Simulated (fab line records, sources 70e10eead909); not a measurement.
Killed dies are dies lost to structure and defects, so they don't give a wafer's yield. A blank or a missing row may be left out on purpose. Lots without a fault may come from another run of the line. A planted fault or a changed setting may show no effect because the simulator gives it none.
Which tool did it? | flow nand_harc | 11 lots, 33 wafers sampled, at 5 steps of a route of 1302

WHAT THE GAUGES READ, wafer by wafer
NHARC_END_SORT_01. Usual: killed_at_array 44, standard deviation 16; killed_at_other 0.6, standard deviation 1.1; killed_at_periphery 3.9, standard deviation 2.6; killed_dies 48, standard deviation 16; killed_open 3.1, standard deviation 1.9; killed_short 2.4, standard deviation 1.8.
lot  | measured     | on        | killed_at_array | killed_at_other | killed_at_periphery | killed_dies | killed_open | killed_short | flag
L765 | day 27 15:32 | prober-01 | 44 45 29        | 0 2 0           | 4 2 2               | 48 49 31    | 0 2 1       | 2 4 2        |
L767 | day 28 06:03 | prober-02 | 58 54 35        | 0 0 0           | 6 4 4               | 64 58 39    | 5 2 3       | 3 3 1        |
L778 | day 32 09:56 | prober-01 | 41 41 30        | 1 0 1           | 4 2 3               | 46 43 34    | 4 7 4       | 1 2 2        |

WHICH TOOL RAN EACH LOT (tool, then ch and the chambers of the sampled wafers, then the start)
lot  | NHARC_A_STAIRCASE_HM_OPEN_457                 | NHARC_A_STAIRCASE_DEP_301       | NHARC_A_STAIRCASE_DESCUM_312       | NHARC_A_STAIRCASE_HM_OPEN_463
L758 | rie_diel-04 ch 1,2,3, day 17 05:35 or earlier | pecvd-04 ch 1,2, day 17 05:35   | rie_diel-07 ch 0,3, day 17 06:25   | rie_diel-07 ch 0,3, no start
L760 | rie_diel-07 ch 0,1,3, day 18 02:35 or earlier | pecvd-01 ch 0,1, day 18 02:35   | rie_diel-10 ch 0,1,3, day 18 03:32 | rie_diel-10 ch 0,1,3, no start
L766 | rie_diel-07 ch 0,1,2, day 19 18:23 or earlier | pecvd-01 ch 0,2, day 19 18:23   | rie_diel-07 ch 0,2,3, day 19 19:14 | rie_diel-07 ch 0,1,3, no start
L765 | rie_diel-07 ch 1,3, day 20 05:03 or earlier   | pecvd-01 ch 0,2, day 20 05:03   | rie_diel-07 ch 0,1,3, day 20 05:52 | rie_diel-07 ch 2,3, day 27 15:32 or earlier
L767 | rie_diel-10 ch 1,2,3, day 20 18:40 or earlier | pecvd-01 ch 0,1,2, day 20 18:40 | rie_diel-10 ch 1,2,3, day 20 19:39 | rie_diel-10 ch 0,2,3, day 28 06:03 or earlier
L776 | rie_diel-10 ch 0,2, day 24 05:08 or earlier   | pecvd-02 ch 0,1, day 24 05:08   | rie_diel-07 ch 1,3, day 24 06:07   | rie_diel-07 ch 1,2, no start
L775 | rie_diel-10 ch 0,3, day 24 05:53 or earlier   | pecvd-01 ch 0,1,2, day 24 05:53 | rie_diel-04 ch 0,1, day 24 06:52   | rie_diel-04 ch 1,2, no start
L778 | rie_diel-10 ch 2,3, day 24 21:22 or earlier   | pecvd-02 ch 0,1,2, day 24 21:22 | rie_diel-10 ch 0,2,3, day 24 22:18 | rie_diel-10 ch 0,2,3, day 32 09:56 or earlier
L777 | rie_diel-07 ch 2,3, day 25 02:45 or earlier   | pecvd-04 ch 0,1,2, day 25 02:45 | rie_diel-04 ch 1,2, day 25 03:37   | rie_diel-04 ch 0,3, no start
L780 | rie_diel-04 ch 0,1,3, day 25 21:08 or earlier | pecvd-01 ch 0,1,2, day 25 21:08 | rie_diel-04 ch 0,2,3, day 25 22:07 | rie_diel-04 ch 1,2,3, no start
L779 | rie_diel-07 ch 0,1,3, day 26 08:00 or earlier | pecvd-01 ch 0,2, day 26 08:00   | rie_diel-10 ch 0,1,2, day 26 08:53 | rie_diel-10 ch 0,3, no start
- NHARC_A_STAIRCASE_HM_OPEN_457: chemistry O2/COS.
- NHARC_A_STAIRCASE_DEP_301: deposits SiON, target thk 30 nm.
- NHARC_A_STAIRCASE_DESCUM_312: chemistry O2, time 3 s.
- NHARC_A_STAIRCASE_HM_OPEN_463: chemistry O2/COS.

WHAT THE TOOLS THEMSELVES READ (means of the sampled wafers that have a number; where no wafer has one, the mark that the record gives instead)
NHARC_A_STAIRCASE_HM_OPEN_457. Usual: drypump_motor_current_A 5.7 A, standard deviation 0.54; oes_product_au 1.001 a.u., standard deviation 0.0079; rf_vpp_V 466.2 V, standard deviation 2.8; showerhead_plenum_p_Torr 3.08 Torr, standard deviation 0.12; throttle_valve_pct 28.330 %, standard deviation 0.0092.
lot  | tool        | drypump_motor_current_A (A) | oes_product_au (a.u.) | rf_vpp_V (V) | showerhead_plenum_p_Torr (Torr) | throttle_valve_pct (%) | flag
L758 | rie_diel-04 | 5.6                         | 1.007                 | 465.7        | 3.06                            | 28.329                 |
L760 | rie_diel-07 | 6.1                         | 1.005                 | 467.6        | 3.12                            | 28.322                 |
L766 | rie_diel-07 | 6.0                         | 0.999                 | 468.0        | 3.14                            | 28.323                 |
L765 | rie_diel-07 | 6.0                         | 0.999                 | 464.4        | 3.02                            | 28.327                 |
L767 | rie_diel-10 | 5.6                         | 1.009                 | 464.6        | 2.98                            | 28.337                 |
L776 | rie_diel-10 | 6.2                         | 1.003                 | 465.7        | 3.05                            | 28.332                 |
L775 | rie_diel-10 | 6.1                         | 0.993                 | 466.6        | 3.07                            | 28.342                 |
L778 | rie_diel-10 | 5.7                         | 1.004                 | 464.2        | 2.97                            | 28.332                 |
L777 | rie_diel-07 | 6.1                         | 0.995                 | 464.9        | 3.02                            | 28.329                 |
L780 | rie_diel-04 | 5.3                         | 1.001                 | 467.3        | 3.12                            | 28.322                 |
L779 | rie_diel-07 | 6.1                         | 1.012                 | 465.8        | 3.09                            | 28.336                 |

NHARC_A_STAIRCASE_DEP_301. Usual: heater_power_w 810 W, standard deviation 94; rf_fwd_power_W 348.5 W, standard deviation 1.2; susceptor_temp_C 400.02 C, standard deviation 0.23.
lot  | tool     | heater_power_w (W) | rf_fwd_power_W (W) | susceptor_temp_C (C) | flag
L758 | pecvd-04 | 778                | 349.7              | 400.07               |
L760 | pecvd-01 | 932                | 349.1              | 399.95               |
L766 | pecvd-01 | 783                | 348.7              | 399.96               |
L765 | pecvd-01 | 816                | 441.7              | 400.15               | OFF
L767 | pecvd-01 | 790                | 395.5              | 400.30               | OFF
L776 | pecvd-02 | 811                | 349.2              | 399.80               |
L775 | pecvd-01 | 799                | 348.8              | 400.08               |
L778 | pecvd-02 | 778                | 348.1              | 400.21               |
L777 | pecvd-04 | 834                | 348.5              | 399.97               |
L780 | pecvd-01 | 783                | 347.9              | 399.83               |
L779 | pecvd-01 | 868                | 347.3              | 400.02               |

NHARC_A_STAIRCASE_DESCUM_312. Usual: drypump_motor_current_A 5.8 A, standard deviation 0.53; oes_product_au 1.001 a.u., standard deviation 0.0063; rf_vpp_V 57.6 V, standard deviation 0.92; showerhead_plenum_p_Torr 1.88 Torr, standard deviation 0.08; throttle_valve_pct 11.312 %, standard deviation 0.0092.
lot  | tool        | drypump_motor_current_A (A) | oes_product_au (a.u.) | rf_vpp_V (V) | showerhead_plenum_p_Torr (Torr) | throttle_valve_pct (%) | flag
L758 | rie_diel-07 | 6.4                         | 1.002                 | 57.6         | 1.97                            | 11.308                 |
L760 | rie_diel-10 | 5.7                         | 1.004                 | 58.1         | 1.87                            | 11.312                 |
L766 | rie_diel-07 | 6.2                         | 1.001                 | 58.2         | 1.92                            | 11.314                 |
L765 | rie_diel-07 | 6.1                         | 0.996                 | 57.7         | 1.90                            | 11.316                 |
L767 | rie_diel-10 | 5.5                         | 1.008                 | 57.9         | 1.82                            | 11.318                 |
L776 | rie_diel-07 | 6.0                         | 1.006                 | 57.4         | 1.84                            | 11.305                 |
L775 | rie_diel-04 | 4.7                         | 1.004                 | 58.4         | 1.95                            | 11.300                 |
L778 | rie_diel-10 | 5.9                         | 1.006                 | 56.9         | 1.84                            | 11.311                 |
L777 | rie_diel-04 | 5.2                         | 1.001                 | 57.8         | 1.80                            | 11.307                 |
L780 | rie_diel-04 | 5.5                         | 1.002                 | 57.6         | 1.94                            | 11.315                 |
L779 | rie_diel-10 | 5.8                         | 0.999                 | 56.9         | 1.84                            | 11.313                 |

NHARC_A_STAIRCASE_HM_OPEN_463. Usual: drypump_motor_current_A 5.8 A, standard deviation 0.49; oes_product_au 1.001 a.u., standard deviation 0.0079; rf_vpp_V 466.2 V, standard deviation 2.6; showerhead_plenum_p_Torr 3.07 Torr, standard deviation 0.12; throttle_valve_pct 28.330 %, standard deviation 0.0088.
lot  | tool        | drypump_motor_current_A (A) | oes_product_au (a.u.) | rf_vpp_V (V) | showerhead_plenum_p_Torr (Torr) | throttle_valve_pct (%) | flag
L758 | rie_diel-07 | 6.4                         | 1.000                 | 468.6        | 3.20                            | 28.336                 |
L760 | rie_diel-10 | 5.7                         | 1.006                 | 466.4        | 3.05                            | 28.331                 |
L766 | rie_diel-07 | 6.1                         | 1.005                 | 466.8        | 3.11                            | 28.335                 |
L765 | rie_diel-07 | 6.0                         | 0.991                 | 466.2        | 3.05                            | 28.327                 |
L767 | rie_diel-10 | 5.9                         | 1.012                 | 465.5        | 3.02                            | 28.321                 |
L776 | rie_diel-07 | 5.8                         | 0.996                 | 466.7        | 3.06                            | 28.326                 |
L775 | rie_diel-04 | 5.5                         | 1.007                 | 464.4        | 2.99                            | 28.338                 |
L778 | rie_diel-10 | 5.9                         | 1.003                 | 464.9        | 3.00                            | 28.320                 |
L777 | rie_diel-04 | 5.1                         | 0.993                 | 469.9        | 3.26                            | 28.337                 |
L780 | rie_diel-04 | 5.6                         | 1.002                 | 464.7        | 3.02                            | 28.330                 |
L779 | rie_diel-10 | 6.1                         | 1.009                 | 465.8        | 3.06                            | 28.332                 |

THE ANSWER, worked out from the rows above alone
Rule: a lot is off if the mean of its wafers that have a number lies more than 3 standard deviations from the usual mean. A lot without any number at a reading at which 4 lots or more have one is off too. The other lots that the step has rows for count as sound. The gauges are gone through in route order, then the tools' own readings, and for those a lot's mean is taken as printed above. The first step at which some lot is off is used, and at that step the reading that is off furthest; a lot without a number counts as furthest.
Off: L765, L767, at NHARC_A_STAIRCASE_DEP_301 (rf_fwd_power_W).
A tool fits if, at that step or a process step before it, it ran every lot that is off, and no sound lot after the first of them. NHARC_A_STAIRCASE_HM_OPEN_457 gives no start for some lots, so the hours and the order of its lots are those of NHARC_A_STAIRCASE_DEP_301. None of those tried fits.

WHAT THE SIMULATOR HAD PUT IN
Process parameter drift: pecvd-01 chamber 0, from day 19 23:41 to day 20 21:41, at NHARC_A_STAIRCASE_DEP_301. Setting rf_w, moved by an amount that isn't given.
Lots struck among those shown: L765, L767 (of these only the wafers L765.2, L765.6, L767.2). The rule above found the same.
